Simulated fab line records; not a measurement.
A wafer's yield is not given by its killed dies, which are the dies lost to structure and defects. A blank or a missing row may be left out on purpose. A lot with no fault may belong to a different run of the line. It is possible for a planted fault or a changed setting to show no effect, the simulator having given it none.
One fault through the eyes of 2 desks | flow n5_finfet | every desk sees just its own numbers, and what lay behind them comes last

== TOOL OWNER'S DESK, pecvd-04 ==
The tool's own readings at N5_BEOL_M0_SAQP_HM_DEP_111 (deposits SiO2 from SiH4/N2O, target thk 12 nm, time 7.2 s): means of the sampled wafers that have a number, for each lot that ran on this tool. A lot is out of limits, marked OUT, if its mean lies more than 4 standard deviations from the usual mean; the brackets give that distance.
Columns: A = heater_power_w at N5_BEOL_M0_SAQP_HM_DEP_111, usual 768 W; B = showerhead_plenum_p_Torr at N5_BEOL_M0_SAQP_HM_DEP_111, usual 8.20 Torr
lot  | first seen here | A   | B
L939 | day 7 00:47     | 697 | 8.29
L951 | day 9 23:39     | 702 | 8.04
L950 | day 9 23:50     | 655 | 8.12
This desk's verdict: no lot among the 3 shows anything out of limits.

== AT THE METROLOGY DESK ==
Lot by lot, what the gauges showed, no matter which tool ran the lot: averages of those sampled wafers that carry a number. A lot is out of limits, marked OUT, if its mean lies more than 4 standard deviations from the usual mean; the brackets give that distance. Shown here are 7 of its 10 readings, the ones lying furthest out on some lot.
Columns: A = DIBL_P at N5_BEOL_M4_RC_MEAS_101, usual 36.4 mV/V; B = IOFF_N at N5_BEOL_M4_RC_MEAS_101, usual 0.164 nA/um; C = IOFF_P at N5_BEOL_M4_RC_MEAS_101, usual 0.214 nA/um; D = ION_N at N5_BEOL_M4_RC_MEAS_101, usual 675 uA/um; E = SS_N at N5_BEOL_M4_RC_MEAS_101, usual 71.5 mV/dec; F = SS_P at N5_BEOL_M4_RC_MEAS_101, usual 73.3 mV/dec; G = VT_N at N5_BEOL_M4_RC_MEAS_101, usual 249.2 mV
lot  | first seen here | A    | B     | C     | D   | E    | F    | G
L939 | day 9 13:05     | 39.1 | 0.181 | 0.246 | 678 | 72.1 | 74.0 | 248.6
L950 | day 12 08:06    | 37.7 | 0.206 | 0.229 | 690 | 72.0 | 73.9 | 244.9
L952 | day 12 10:14    | 35.6 | 0.141 | 0.196 | 672 | 71.2 | 73.1 | 251.5
L951 | day 12 12:56    | 37.0 | 0.173 | 0.239 | 675 | 71.8 | 73.9 | 247.6
This desk's verdict: no lot among the 4 shows anything out of limits.

== BROUGHT TOGETHER ==
The desk of the tool owner found nothing out of limits.
Nothing out of limits was seen by the metrology desk.

== WHAT WAS PUT IN BY THE SIMULATOR ==
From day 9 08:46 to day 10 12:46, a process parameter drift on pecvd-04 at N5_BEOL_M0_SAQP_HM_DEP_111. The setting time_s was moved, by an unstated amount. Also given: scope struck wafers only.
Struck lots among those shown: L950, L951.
